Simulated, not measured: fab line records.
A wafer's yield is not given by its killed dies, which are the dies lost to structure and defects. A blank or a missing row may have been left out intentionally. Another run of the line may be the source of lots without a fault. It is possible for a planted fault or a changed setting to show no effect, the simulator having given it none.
fab line records ; flow n5_finfet
record: lots: 7; wafers: 21
route steps=1938 shown BEOL_M1@761 BEOL_M2@881 BEOL_M3@937 BEOL_M4@1027
start_h: start of the lot's first displayed wafer, in hours after the record's first day ; wait_h: hours from the lot's prior step to this one ; " repeats the value in the row above ; L1.1+2: a row that stands for several wafers ; - no value, or no start given ; * or withheld: withheld ; < > ~ a bound
route shown NAME@n: names a module that has steps shown in the file, with the first one's number in the route ; usual: the fault-free wafers' mean and standard deviation ; same: alike in all rows ; chamber/n: place in a boat ; sites: readings site by site ; _std_site: the values' standard deviation ; _edge_site: inner sites' mean taken away from outer sites' mean ; radius_mm: how far each site lies from the wafer's centre ; mask NAME#n: copy n ; behind: the most recent tool/chamber to have shaped the wafer ; hold: cause of the lot's hold/its duration in hours/its outcome ; device: whichever transistor did not switch (one of n, p or np) ; end of line: the route-end tests of the same wafers ; where a step has no rows: the recipe by itself ; killed: at the first sort, the dies lost to defects and structure; wafer yield is something else ; map: dies across one wafer; x = killed, . = not, _ = none there
set.NAME: the setting as run; set.NAME@STEP: as run at that earlier step ; model.NAME: the simulator's own value behind a step, which no gauge read
lots where settings were altered on purpose, with a table for each step and a row for each wafer
== steps ==
step: N5_BEOL_M1_EXPOSE_08
recipe: mask_id: M1; na: 0.33; source_shape: dipole; sigma_inner: 0.369; sigma_outer: 0.767; polarization: unpolarized; dose_mj: 33
lot.wafer;tool;chamber;start_h;wait_h;mask;set.dose_mj
L074.1+2+4;euv_scanner-01;0;127.54;-;M1#0;33
L081.2+3+5;euv_scanner-01;0;166.99;-;M1#0;33
L088.2;euv_scanner-01;0;206.82;-;M1#0;33
L088.3+6;euv_scanner-01;0;206.82;-;M1#0;32.2
L089.2+3+4;euv_scanner-01;0;213.07;-;M1#0;33.95
L091.2+5;euv_scanner-01;0;220.09;-;M1#0;33
L091.4;euv_scanner-01;0;220.09;-;M1#0;30.69
L094.1+4+6;euv_scanner-02;0;245.39;-;M1#0;33
L096.1+4+6;euv_scanner-02;0;257.00;-;M1#0;33
step: N5_BEOL_M1_PEB_09
recipe: peb_temp_c: 100; peb_time_s: 60; resist: CAR-EUV
step: N5_BEOL_M1_DEVELOP_10
recipe: develop_time_s: 30; developer: TMAH; resist: CAR-EUV; rinse_liquid: surfactant_rinse; dry: air_spin; dev_temp_c: 23
step: N5_BEOL_M1_CD_MEAS_11
recipe: target_cd_nm: 17.05; landing_energy_ev: 500; detector: se_inlens; polarity: opening
usual: cd_nm: 17.01/0.27
lot.wafer;tool;chamber;start_h;wait_h;set.dose_mj@BEOL_M1_EXPOSE_08;cd_nm
L074.1;cd_sem-03;0;127.67;-;33;16.95
L074.2;cd_sem-03;0;127.67;-;33;16.88
L074.4;cd_sem-03;0;127.67;-;33;17.05
L081.2;cd_sem-02;0;167.11;-;33;17.31
L081.3;cd_sem-02;0;167.11;-;33;17.50
L081.5;cd_sem-02;0;167.11;-;33;16.94
L088.2;cd_sem-03;0;206.95;-;33;16.75
L088.3;cd_sem-03;0;206.95;-;32.2;16.40
L088.6;cd_sem-03;0;206.95;-;32.2;16.63
L089.2;cd_sem-01;0;213.19;-;33.95;17.81
L089.3;cd_sem-01;0;213.19;-;33.95;17.76
L089.4;cd_sem-01;0;213.19;-;33.95;17.55
L091.2;cd_sem-03;0;220.21;-;33;16.92
L091.4;cd_sem-03;0;220.21;-;30.69;15.31
L091.5;cd_sem-03;0;220.21;-;33;17.35
L094.1;cd_sem-01;0;245.52;-;33;17.16
L094.4;cd_sem-01;0;245.52;-;33;17.36
L094.6;cd_sem-01;0;245.52;-;33;17.02
L096.1;cd_sem-01;0;257.13;-;33;17.16
L096.4;cd_sem-01;0;257.13;-;33;17.09
L096.6;cd_sem-01;0;257.13;-;33;16.90
step: N5_BEOL_M1_DESCUM_16
recipe: chemistry: O2; time_s: 7; source_power_w: 50; bias_power_w: 20; pressure_mtorr: 20; rf_frequency_hz: 2.712e+07; temp_c: 40; resist: CAR-EUV; o2_flow_sccm: 225
step: N5_BEOL_M1_ETCH_74
recipe: chemistry: N2/H2; target: underlayer; target_depth_a: 65; mask_material: CAR-EUV; time_s: 5.2; ion_energy_ev: 200; pressure_mtorr: 30; source_w: 840; bias_w: 150; n2_flow_sccm: 200; h2_flow_sccm: 200; ends: cleared
lot.wafer;tool;chamber;start_h;wait_h;set.dose_mj@BEOL_M1_EXPOSE_08;model.BEOL_M1.cd_offset_nm
L074.1+4;rie_diel-02;1,2;127.83;0.0;33;0
L074.2;rie_diel-02;0;127.83;0.0;33;-0.2
L081.2+3;rie_diel-02;2,0;167.75;0.0;33;0.2
L081.5;rie_diel-02;1;167.75;0.0;33;-0.2
L088.2;rie_diel-05;0;207.10;0.0;33;-0.4
L088.3+6;rie_diel-05;3,2;207.10;0.0;32.2;-0.6
L089.2+3;rie_diel-03;0,2;213.34;0.0;33.95;0.4
L089.4;rie_diel-03;1;213.34;0.0;33.95;0.8
L091.2;rie_diel-05;1;220.36;0.0;33;0
L091.4;rie_diel-05;0;220.36;0.0;30.69;-2
L091.5;rie_diel-05;3;220.36;0.0;33;0.2
L094.1+6;rie_diel-03;1,3;246.12;0.0;33;-0.2
L094.4;rie_diel-03;0;246.12;0.0;33;0
L096.1;rie_diel-05;3;257.28;0.0;33;0.2
L096.4;rie_diel-05;0;257.28;0.0;33;-0.2
L096.6;rie_diel-05;0;257.28;0.0;33;-0.4
step: N5_BEOL_M1_ETCH_63
recipe: chemistry: CF4; target: SiARC; target_depth_a: 156; mask_material: CAR-EUV; time_s: 26; ion_energy_ev: 80; pressure_mtorr: 40; source_w: 545; bias_w: 36; Ar_flow_sccm: 100; cf4_flow_sccm: 100; ends: cleared
lot.wafer;tool;chamber;start_h;wait_h;set.dose_mj@BEOL_M1_EXPOSE_08;model.BEOL_M1.cd_offset_nm
L074.1+2;rie_diel-02;1,0;127.85;0.0;33;-0.2
L074.4;rie_diel-02;2;127.85;0.0;33;0
L081.2;rie_diel-02;2;167.77;0.0;33;0
L081.3;rie_diel-02;0;167.77;0.0;33;0.2
L081.5;rie_diel-02;1;167.77;0.0;33;-0.2
L088.2;rie_diel-05;0;207.12;0.0;33;-0.2
L088.3;rie_diel-05;3;207.12;0.0;32.2;-0.8
L088.6;rie_diel-05;2;207.12;0.0;32.2;-0.4
L089.2+3;rie_diel-03;0,2;213.36;0.0;33.95;0.4
L089.4;rie_diel-03;1;213.36;0.0;33.95;0.6
L091.2;rie_diel-05;1;220.38;0.0;33;0
L091.4;rie_diel-05;0;220.38;0.0;30.69;-1.6
L091.5;rie_diel-05;3;220.38;0.0;33;0.2
L094.1;rie_diel-03;1;246.14;0.0;33;-0.4
L094.4;rie_diel-03;0;246.14;0.0;33;0
L094.6;rie_diel-03;3;246.14;0.0;33;-0.2
L096.1+4;rie_diel-05;3,0;257.30;0.0;33;0
L096.6;rie_diel-05;0;257.30;0.0;33;-0.2
step: N5_BEOL_M2_ETCH_69
recipe: chemistry: CF4; target: SiARC; target_depth_a: 156; mask_material: CAR-EUV; time_s: 26; ion_energy_ev: 80; pressure_mtorr: 40; source_w: 545; bias_w: 36; Ar_flow_sccm: 100; cf4_flow_sccm: 100; ends: cleared
usual: rf_vpp_V: 184.0/1.2
lot.wafer;tool;chamber;start_h;wait_h;set.bias_w;rf_vpp_V
L074.1;rie_diel-01;0;137.48;0.0;36;184.8
L074.2;rie_diel-01;1;137.48;0.0;36;182.9
L074.4;rie_diel-01;2;137.48;0.0;36;182.5
L081.2;rie_diel-04;0;195.59;0.0;36;183.6
L081.3;rie_diel-04;3;195.59;0.0;36;183.1
L081.5;rie_diel-04;2;195.59;0.0;36;184.0
L088.2;rie_diel-06;0;218.81;0.0;33.78;177.9
L088.3;rie_diel-06;3;218.81;0.0;33.78;177.0
L088.6;rie_diel-06;0;218.81;0.0;36;185.0
L089.2;rie_diel-01;3;225.83;0.0;36;184.1
L089.3;rie_diel-01;2;225.83;0.0;36;184.6
L089.4;rie_diel-01;2;225.83;0.0;38.58;190.8
L091.2;rie_diel-01;3;232.34;0.0;36;183.5
L091.4;rie_diel-01;0;232.34;0.0;36;185.5
L091.5;rie_diel-01;3;232.34;0.0;36;184.4
L094.1;rie_diel-06;1;269.87;0.0;36;185.0
L094.4;rie_diel-06;0;269.87;0.0;36;186.0
L094.6;rie_diel-06;1;269.87;0.0;33.63;177.8
L096.1;rie_diel-04;0;282.77;0.0;36;183.1
L096.4;rie_diel-04;2;282.77;0.0;36;183.0
L096.6;rie_diel-04;3;282.77;0.0;36;182.9
step: N5_BEOL_M2_TRENCH_ETCH_37
recipe: chemistry: C4F6/O2; target_depth_a: 555.55; target: SiOC; time_s: 29.2; ion_energy_ev: 250; pressure_mtorr: 30; source_w: 355; bias_w: 185; Ar_flow_sccm: 300; C4F6_flow_sccm: 10; O2_flow_sccm: 10
lot.wafer;tool;chamber;start_h;wait_h;set.time_s;model.BEOL_M2.feature_depth_nm;model.etch.depth_nm
L074.1;rie_diel-04;0;-;-;32.73;61.6;61.55
L074.2;rie_diel-04;1;-;-;32.73;62.2;62.1
L074.4;rie_diel-04;3;-;-;29.2;56;55.96
L081.2;rie_diel-01;2;-;-;29.2;54.6;54.6
L081.3;rie_diel-01;3;-;-;31.27;60;60.02
L081.5;rie_diel-01;0;-;-;29.2;55.8;55.82
L088.2;rie_diel-06;1;-;-;29.2;55.4;55.48
L088.3;rie_diel-06;0;-;-;23.56;44.2;44.28
L088.6;rie_diel-06;3;-;-;29.2;56;56.02
L089.2;rie_diel-04;3;-;-;29.2;56;55.99
L089.3;rie_diel-04;2;-;-;29.2;54;54.07
L089.4;rie_diel-04;1;-;-;29.2;58.2;58.16
L091.2;rie_diel-06;3;-;-;29.2;56;55.9
L091.4;rie_diel-06;2;-;-;29.2;59;58.93
L091.5;rie_diel-06;2;-;-;29.2;58.8;58.86
L094.1;rie_diel-06;2;-;-;29.2;58.4;58.33
L094.4;rie_diel-06;3;-;-;29.2;55.6;55.67
L094.6;rie_diel-06;0;-;-;29.2;55;54.96
L096.1;rie_diel-06;0;-;-;29.2;54.4;54.47
L096.4;rie_diel-06;3;-;-;29.2;55.4;55.32
L096.6;rie_diel-06;3;-;-;29.2;55.6;55.57
step: N5_BEOL_M2_ETCH_41
recipe: chemistry: CH3F/O2; target: SiCN; target_depth_a: 299; taper_deg: 2; time_s: 52.5; ion_energy_ev: 120; mask_material: TiN; pressure_mtorr: 30; source_w: 395; bias_w: 75; Ar_flow_sccm: 150; CH3F_flow_sccm: 30; O2_flow_sccm: 20
step: N5_BEOL_M2_STRIP_97
recipe: chemistry: N2/H2; time_s: 10; power_w: 450; temp_c: 40; pressure_mtorr: 20; rf_frequency_hz: 6e+07; bias_power_w: 7; n2_flow_sccm: 200; h2_flow_sccm: 200
step: N5_BEOL_M2_OCD_MEAS_38
usual: trench_depth_nm: 55.7/1.5
lot.wafer;tool;chamber;start_h;wait_h;set.time_s@BEOL_M2_TRENCH_ETCH_37;trench_depth_nm
L074.1;ocd-02;-;141.46;-;32.73;61.0
L074.2;ocd-02;-;141.46;-;32.73;62.3
L074.4;ocd-02;-;141.46;-;29.2;56.3
L081.2;ocd-01;-;200.04;-;29.2;55.1
L081.3;ocd-01;-;200.04;-;31.27;60.1
L081.5;ocd-01;-;200.04;-;29.2;56.1
L088.2;ocd-02;-;226.90;-;29.2;54.9
L088.3;ocd-02;-;226.90;-;23.56;44.3
L088.6;ocd-02;-;226.90;-;29.2;55.8
L089.2;ocd-01;-;234.19;-;29.2;55.9
L089.3;ocd-01;-;234.19;-;29.2;53.5
L089.4;ocd-01;-;234.19;-;29.2;58.5
L091.2;ocd-02;-;239.35;-;29.2;55.9
L091.4;ocd-02;-;239.35;-;29.2;58.6
L091.5;ocd-02;-;239.35;-;29.2;58.7
L094.1;ocd-02;-;274.61;-;29.2;58.6
L094.4;ocd-02;-;274.61;-;29.2;55.8
L094.6;ocd-02;-;274.61;-;29.2;54.8
L096.1;ocd-02;-;288.51;-;29.2;54.6
L096.4;ocd-02;-;288.51;-;29.2;55.4
L096.6;ocd-02;-;288.51;-;29.2;55.8
step: N5_BEOL_M2_HM_STRIP_39
recipe: chemistry: peroxide_tin_strip; material: TiN; target_depth_a: 250; temp_c: 50; time_s: 158
step: N5_BEOL_M2_SRD_40
recipe: time_s: 30; temp_c: 23; rinse_liquid: diw; dry: ipa_marangoni
step: N5_BEOL_M2_ECD_50
recipe: material: Cu; target_thk_a: 3000
step: N5_BEOL_M2_ANNEAL_51
recipe: temp_c: 225; time_s: 90; ambient: N2
step: N5_BEOL_M2_CMP_52
recipe: stop_on: SiOC; t_overpolish_s: 6.8; down_force_psi: 1; platen_rpm: 50; clearing_platen_down_force_psi: 1.5; clearing_platen_rpm: 50; post_cmp_clean: cu_alkaline; target_thk_nm: 40; clearing_platen_pad_velocity_m_s: 0.99484; pad_velocity_m_s: 0.99484
lot.wafer;tool;chamber;start_h;wait_h;set.time_s@BEOL_M2_TRENCH_ETCH_37;model.Cu_of_BEOL_M2_ECD_50.thk_nm
L074.1;cmp-02;1;144.62;0.3;32.73;48.8
L074.4;cmp-02;2;144.62;0.3;29.2;41.4
L074.2;cmp-02;0;144.62;0.3;32.73;49
L081.2;cmp-01;3;204.06;0.2;29.2;38.4
L081.3;cmp-01;0;204.06;0.2;31.27;45
L081.5;cmp-01;0;204.06;0.2;29.2;40.8
L088.3;cmp-03;0;232.22;0.2;23.56;32
L088.2;cmp-03;1;232.22;0.2;29.2;42.4
L088.6;cmp-03;3;232.22;0.2;29.2;44
L089.3;cmp-01;2;237.38;0.2;29.2;39.6
L089.4;cmp-01;3;237.38;0.2;29.2;41
L089.2;cmp-01;0;237.38;0.2;29.2;40.8
L091.4;cmp-01;2;245.78;0.2;29.2;44.6
L091.2;cmp-01;3;245.78;0.2;29.2;40
L091.5;cmp-01;1;245.78;0.2;29.2;42
L094.1;cmp-03;1;278.07;0.3;29.2;45
L094.4;cmp-03;2;278.07;0.3;29.2;41.4
L094.6;cmp-03;3;278.07;0.3;29.2;39.8
L096.1;cmp-01;2;292.34;0.3;29.2;38.2
L096.4;cmp-01;1;292.34;0.3;29.2;38
L096.6;cmp-01;2;292.34;0.3;29.2;38.8
step: N5_BEOL_M2_THK_MEAS_53
recipe: thk_meas_gauge: xrf; reads: Cu_of_BEOL_M2_ECD_50
usual: M2_THK: 41.1/2.1
lot.wafer;tool;chamber;start_h;wait_h;set.time_s@BEOL_M2_TRENCH_ETCH_37;M2_THK[nm]
L074.1;film_metro-02;-;144.91;-;32.73;49.4
L074.2;film_metro-02;-;144.91;-;32.73;49.5
L074.4;film_metro-02;-;144.91;-;29.2;42.0
L081.2;film_metro-01;-;204.35;-;29.2;39.1
L081.3;film_metro-01;-;204.35;-;31.27;45.5
L081.5;film_metro-01;-;204.35;-;29.2;41.5
L088.2;film_metro-02;-;232.44;-;29.2;43.3
L088.3;film_metro-02;-;232.44;-;23.56;32.7
L088.6;film_metro-02;-;232.44;-;29.2;44.8
L089.2;film_metro-02;-;237.64;-;29.2;41.0
L089.3;film_metro-02;-;237.64;-;29.2;39.9
L089.4;film_metro-02;-;237.64;-;29.2;41.0
L091.2;film_metro-01;-;246.03;-;29.2;40.6
L091.4;film_metro-01;-;246.03;-;29.2;45.4
L091.5;film_metro-01;-;246.03;-;29.2;42.5
L094.1;film_metro-02;-;278.29;-;29.2;45.9
L094.4;film_metro-02;-;278.29;-;29.2;42.4
L094.6;film_metro-02;-;278.29;-;29.2;40.6
L096.1;film_metro-02;-;292.63;-;29.2;38.4
L096.4;film_metro-02;-;292.63;-;29.2;38.2
L096.6;film_metro-02;-;292.63;-;29.2;39.0
step: N5_BEOL_M2_PRE_CLEAN_60
recipe: gas: NH3/H2; time_s: 15; temp_c: *; rf_power_w: 300
step: N5_BEOL_M2_CO_CAP_55
recipe: material: Co; target_thk_a: 20; temp_c: 200; precursor: CCTBA/H2; pressure_torr: 30; time_s: 102.1
step: N5_BEOL_M2_PRE_CLEAN_56
recipe: gas: NH3; time_s: 15; temp_c: withheld; rf_power_w: 300
step: N5_BEOL_M2_DEP_57
recipe: material: SiCN; target_thk_a: 80; temp_c: withheld; precursor: 3MS/NH3; pressure_torr: 3; rf_w: 202; time_s: 14
step: N5_BEOL_M2_RS_MEAS_58
recipe: thk_meas_gauge: four-point-probe; reads: Co_of_BEOL_M2_CO_CAP_55+Cu_of_BEOL_M2_ECD_50+Co_of_BEOL_M2_CVD_47+TaN_of_BEOL_M2_ALD_84
usual: M2_RS: 0.66/0.041
lot.wafer;tool;chamber;start_h;wait_h;set.time_s@BEOL_M2_TRENCH_ETCH_37;M2_RS[ohm/sq]
L074.1;film_metro-02;-;145.17;0.0;32.73;0.52
L074.2;film_metro-02;-;145.17;0.0;32.73;0.52
L074.4;film_metro-02;-;145.17;0.0;29.2;0.64
L081.2;film_metro-02;-;204.61;0.1;29.2;0.70
L081.3;film_metro-02;-;204.61;0.1;31.27;0.58
L081.5;film_metro-02;-;204.61;0.1;29.2;0.65
L088.2;film_metro-01;-;232.71;0.1;29.2;0.62
L088.3;film_metro-01;-;232.71;0.1;23.56;0.90
L088.6;film_metro-01;-;232.71;0.1;29.2;0.59
L089.2;film_metro-02;-;237.90;0.1;29.2;0.65
L089.3;film_metro-02;-;237.90;0.1;29.2;0.68
L089.4;film_metro-02;-;237.90;0.1;29.2;0.65
L091.2;film_metro-01;-;246.29;0.1;29.2;0.67
L091.4;film_metro-01;-;246.29;0.1;29.2;0.58
L091.5;film_metro-01;-;246.29;0.1;29.2;0.63
L094.1;film_metro-01;-;278.58;0.1;29.2;0.57
L094.4;film_metro-01;-;278.58;0.1;29.2;0.64
L094.6;film_metro-01;-;278.58;0.1;29.2;0.67
L096.1;film_metro-01;-;292.95;0.0;29.2;0.71
L096.4;film_metro-01;-;292.95;0.0;29.2;0.72
L096.6;film_metro-01;-;292.95;0.0;29.2;0.70
step: N5_BEOL_M3_COAT_73
recipe: resist: underlayer; temp_c: 205; time_s: 60; spin_rpm: 1500; resist_thk_nm: 5
lot.wafer;tool;chamber;start_h;wait_h;set.spin_rpm
L074.1+2;litho_track-03;0;-;-;1500
L074.4;litho_track-03;0;-;-;1643
L081.2+3+5;litho_track-04;0;-;-;1500
L088.2+3+6;litho_track-01;0;-;-;1500
L089.2;litho_track-04;0;-;-;1428
L089.3+4;litho_track-04;0;-;-;1500
L091.2+4+5;litho_track-03;0;-;-;1500
L094.1+6;litho_track-04;0;-;-;1624
L094.4;litho_track-04;0;-;-;1500
L096.1+4+6;litho_track-03;0;-;-;1500
step: N5_BEOL_M3_COAT_05
recipe: resist: CAR-EUV; spin_rpm: 1500; resist_thk_nm: 30
lot.wafer;tool;chamber;start_h;wait_h;set.spin_rpm;model.CAR-EUV_of_BEOL_M3_COAT_05.thk_nm
L074.1+4;litho_track-03;0;-;-;1650;28.6
L074.2;litho_track-03;0;-;-;1500;30
L081.2;litho_track-04;0;-;-;1394;31
L081.3+5;litho_track-04;0;-;-;1500;30
L088.2;litho_track-01;0;-;-;1500;30
L088.3+6;litho_track-01;0;-;-;1565;29.4
L089.2;litho_track-04;0;-;-;1446;30.8
L089.3;litho_track-04;0;-;-;1446;30.6
L089.4;litho_track-04;0;-;-;1500;30
L091.2+4;litho_track-03;0;-;-;1500;30
L091.5;litho_track-03;0;-;-;1645;28.6
L094.1+6;litho_track-04;0;-;-;1662;28.6
L094.4;litho_track-04;0;-;-;1500;30
L096.1;litho_track-03;0;-;-;1500;30
L096.4+6;litho_track-03;0;-;-;1500;30.2
step: N5_BEOL_M3_EBR_07
recipe: solvent: PGMEA; ebr_width_mm: 1.5
step: N5_BEOL_M3_SOFTBAKE_06
recipe: temp_c: 110; time_s: 60; resist: CAR-EUV
step: N5_BEOL_M3_DESCUM_16
recipe: chemistry: O2; time_s: 7; source_power_w: 50; bias_power_w: 20; pressure_mtorr: 20; rf_frequency_hz: 2.712e+07; temp_c: 40; resist: CAR-EUV; o2_flow_sccm: 225
step: N5_BEOL_M3_ETCH_74
recipe: chemistry: N2/H2; target: underlayer; target_depth_a: 65; mask_material: CAR-EUV; time_s: 5.2; ion_energy_ev: 200; pressure_mtorr: 30; source_w: 840; bias_w: 150; n2_flow_sccm: 200; h2_flow_sccm: 200; ends: cleared
lot.wafer;tool;chamber;start_h;wait_h;set.spin_rpm@BEOL_M3_COAT_73;set.spin_rpm@BEOL_M3_COAT_05;model.CAR-EUV_of_BEOL_M3_COAT_05.thk_nm;model.etch.depth_nm
L074.1;rie_diel-05;3;146.27;0.0;1500;1650;19;5.012
L074.2;rie_diel-05;1;146.27;0.0;1500;1500;20.4;4.999
L074.4;rie_diel-05;2;146.27;0.0;1643;1650;19.2;4.782
L081.2;rie_diel-05;2;206.18;0.0;1500;1394;21.4;4.995
L081.3+5;rie_diel-05;3,2;206.18;0.0;1500;1500;20.4;4.995
L088.2;rie_diel-05;0;235.22;0.0;1500;1500;20.4;5.004
L088.3;rie_diel-05;3;235.22;0.0;1500;1565;19.8;4.986
L088.6;rie_diel-05;1;235.22;0.0;1500;1565;19.8;4.996
L089.2;rie_diel-02;0;239.47;0.0;1428;1446;21;5.126
L089.3;rie_diel-02;1;239.47;0.0;1500;1446;21;4.998
L089.4;rie_diel-02;2;239.47;0.0;1500;1500;20.6;4.996
L091.2;rie_diel-05;2;249.20;0.0;1500;1500;20.4;4.967
L091.4;rie_diel-05;1;249.20;0.0;1500;1500;20.4;4.963
L091.5;rie_diel-05;2;249.20;0.0;1500;1645;19;4.983
L094.1;rie_diel-03;1;279.66;0.0;1624;1662;19.2;4.797
L094.4;rie_diel-03;0;279.66;0.0;1500;1500;20.4;4.989
L094.6;rie_diel-03;2;279.66;0.0;1624;1662;19.2;4.805
L096.1;rie_diel-03;3;294.15;0.0;1500;1500;20.4;4.989
L096.4;rie_diel-03;1;294.15;0.0;1500;1500;20.4;4.993
L096.6;rie_diel-03;2;294.15;0.0;1500;1500;20.6;5.003
step: N5_BEOL_M4_COAT_73
recipe: resist: underlayer; temp_c: 205; time_s: 60; spin_rpm: 1500; resist_thk_nm: 5
lot.wafer;tool;chamber;start_h;wait_h;set.spin_rpm
L074.1+4;litho_track-02;0;-;-;1605
L074.2;litho_track-02;0;-;-;1500
L081.2+3+5;litho_track-05;0;-;-;1500
L088.2;litho_track-01;0;-;-;1500
L088.3+6;litho_track-01;0;-;-;1655
L089.2+3+4;litho_track-02;0;-;-;1589
L091.2;litho_track-05;0;-;-;1500
L091.4+5;litho_track-05;0;-;-;1355
L094.1+4+6;litho_track-05;0;-;-;1408
L096.1+4+6;litho_track-05;0;-;-;1500
step: N5_BEOL_M4_COAT_05
recipe: resist: CAR-EUV; spin_rpm: 1500; resist_thk_nm: 30
step: N5_BEOL_M4_EBR_07
recipe: solvent: PGMEA; ebr_width_mm: 1.5
step: N5_BEOL_M4_DESCUM_16
recipe: chemistry: O2; time_s: 7; source_power_w: 50; bias_power_w: 20; pressure_mtorr: 20; rf_frequency_hz: 2.712e+07; temp_c: 40; resist: CAR-EUV; o2_flow_sccm: 225
step: N5_BEOL_M4_ETCH_74
recipe: chemistry: N2/H2; target: underlayer; target_depth_a: 65; mask_material: CAR-EUV; time_s: 5.2; ion_energy_ev: 200; pressure_mtorr: 30; source_w: 840; bias_w: 150; n2_flow_sccm: 200; h2_flow_sccm: 200; ends: cleared
lot.wafer;tool;chamber;start_h;wait_h;set.spin_rpm@BEOL_M4_COAT_73;model.etch.depth_nm;model.CAR-EUV_of_BEOL_M4_COAT_05.thk_nm
L074.1;rie_diel-04;1;153.48;0.0;1605;4.829;20.6
L074.2;rie_diel-04;3;153.48;0.0;1500;5.005;20.2
L074.4;rie_diel-04;0;153.48;0.0;1605;4.812;20.4
L081.2;rie_diel-01;2;215.39;0.0;1500;5.04;20.4
L081.3;rie_diel-01;0;215.39;0.0;1500;5.036;20.4
L081.5;rie_diel-01;2;215.39;0.0;1500;5.023;20.4
L088.2;rie_diel-01;2;245.75;0.0;1500;4.973;20.2
L088.3;rie_diel-01;3;245.75;0.0;1655;4.724;20.6
L088.6;rie_diel-01;3;245.75;0.0;1655;4.725;20.6
L089.2;rie_diel-06;3;267.01;0.0;1589;4.835;20.4
L089.3;rie_diel-06;1;267.01;0.0;1589;4.852;20.4
L089.4;rie_diel-06;2;267.01;0.0;1589;4.856;20.4
L091.2;rie_diel-06;1;275.32;0.0;1500;5.008;20.2
L091.4;rie_diel-06;2;275.32;0.0;1355;5.28;20
L091.5;rie_diel-06;1;275.32;0.0;1355;5.288;19.8
L094.1;rie_diel-01;2;290.42;0.0;1408;5.187;20.2
L094.4;rie_diel-01;1;290.42;0.0;1408;5.2;20.4
L094.6;rie_diel-01;0;290.42;0.0;1408;5.194;20.2
L096.1;rie_diel-01;3;302.98;0.0;1500;5.036;20.6
L096.4;rie_diel-01;1;302.98;0.0;1500;5.024;20.6
L096.6;rie_diel-01;0;302.98;0.0;1500;5.017;20.6
step: N5_BEOL_M4_DEP_57
recipe: material: SiCN; target_thk_a: 80; temp_c: withheld; precursor: 3MS/NH3; pressure_torr: 3; rf_w: 202; time_s: 14
lot.wafer;tool;chamber;start_h;wait_h;set.time_s;model.SiCN_of_BEOL_M4_DEP_57.thk_nm
L074.1;pecvd-03;2;163.91;0.0;14;7.8
L074.2;pecvd-03;1;163.91;0.0;14;8.2
L074.4;pecvd-03;2;163.91;0.0;12.57;7.2
L081.2;pecvd-03;2;232.42;0.0;15.3;8.8
L081.3;pecvd-03;1;232.42;0.0;14;8
L081.5;pecvd-03;1;232.42;0.0;15.3;9
L088.2;pecvd-03;1;257.28;0.0;14.8;8.6
L088.3+6;pecvd-03;0,2;257.28;0.0;14;8
L089.2+4;pecvd-03;0,2;275.04;0.0;15.78;9
L089.3;pecvd-03;2;275.04;0.0;14;7.8
L091.2+4;pecvd-04;0,1;284.58;0.0;14;8.2
L091.5;pecvd-04;0;284.58;0.0;14;8
L094.1+4;pecvd-01;0;298.56;0.0;14;8.2
L094.6;pecvd-01;2;298.56;0.0;14;8
L096.1+4+6;pecvd-01;1,1,2;318.93;0.0;14;8.2
== key ==
split: step: N5_BEOL_M1_EXPOSE_08; setting: dose_mj; stated: 33; by: wafer
response: step: N5_BEOL_M1_CD_MEAS_11; reading: cd_nm; change: +0.244; per: 1%; r: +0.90
response: step: N5_BEOL_M1_ETCH_74; reading: model.BEOL_M1.cd_offset_nm; change: +0.277; per: 1%; r: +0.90
response: step: N5_BEOL_M1_ETCH_63; reading: model.BEOL_M1.cd_offset_nm; change: +0.235; per: 1%; r: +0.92
split: step: N5_BEOL_M2_ETCH_69; setting: bias_w; stated: 36; by: wafer
response: step: N5_BEOL_M2_ETCH_69; reading: rf_vpp_V; change: +1.08; per: 1%; r: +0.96
split: step: N5_BEOL_M2_TRENCH_ETCH_37; setting: time_s; stated: 29.2; by: wafer
response: step: N5_BEOL_M2_TRENCH_ETCH_37; reading: model.BEOL_M2.feature_depth_nm; change: +0.575; per: 1%; r: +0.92
response: step: N5_BEOL_M2_TRENCH_ETCH_37; reading: model.etch.depth_nm; change: +0.573; per: 1%; r: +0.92
response: step: N5_BEOL_M2_OCD_MEAS_38; reading: trench_depth_nm; change: +0.544; per: 1%; r: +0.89
response: step: N5_BEOL_M2_CMP_52; reading: model.Cu_of_BEOL_M2_ECD_50.thk_nm; change: +0.606; per: 1%; r: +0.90
response: step: N5_BEOL_M2_THK_MEAS_53; reading: M2_THK; change: +0.608; per: 1%; r: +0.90
response: step: N5_BEOL_M2_RS_MEAS_58; reading: M2_RS; change: -0.0137; per: 1%; r: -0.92
split: step: N5_BEOL_M3_COAT_73; setting: spin_rpm; stated: 1500; by: wafer
response: step: N5_BEOL_M3_ETCH_74; reading: model.etch.depth_nm; change: -0.0236; per: 1%; r: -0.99
split: step: N5_BEOL_M3_COAT_05; setting: spin_rpm; stated: 1500; by: wafer
response: step: N5_BEOL_M3_COAT_05; reading: model.CAR-EUV_of_BEOL_M3_COAT_05.thk_nm; change: -0.14; per: 1%; r: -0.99
response: step: N5_BEOL_M3_ETCH_74; reading: model.CAR-EUV_of_BEOL_M3_COAT_05.thk_nm; change: -0.129; per: 1%; r: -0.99
split: step: N5_BEOL_M4_COAT_73; setting: spin_rpm; stated: 1500; by: wafer
response: step: N5_BEOL_M4_ETCH_74; reading: model.etch.depth_nm; change: -0.0261; per: 1%; r: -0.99
response: step: N5_BEOL_M4_ETCH_74; reading: model.CAR-EUV_of_BEOL_M4_COAT_05.thk_nm; change: +0.0366; per: 1%; r: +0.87
split: step: N5_BEOL_M4_DEP_57; setting: time_s; stated: 14; by: wafer
response: step: N5_BEOL_M4_DEP_57; reading: model.SiCN_of_BEOL_M4_DEP_57.thk_nm; change: +0.0915; per: 1%; r: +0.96
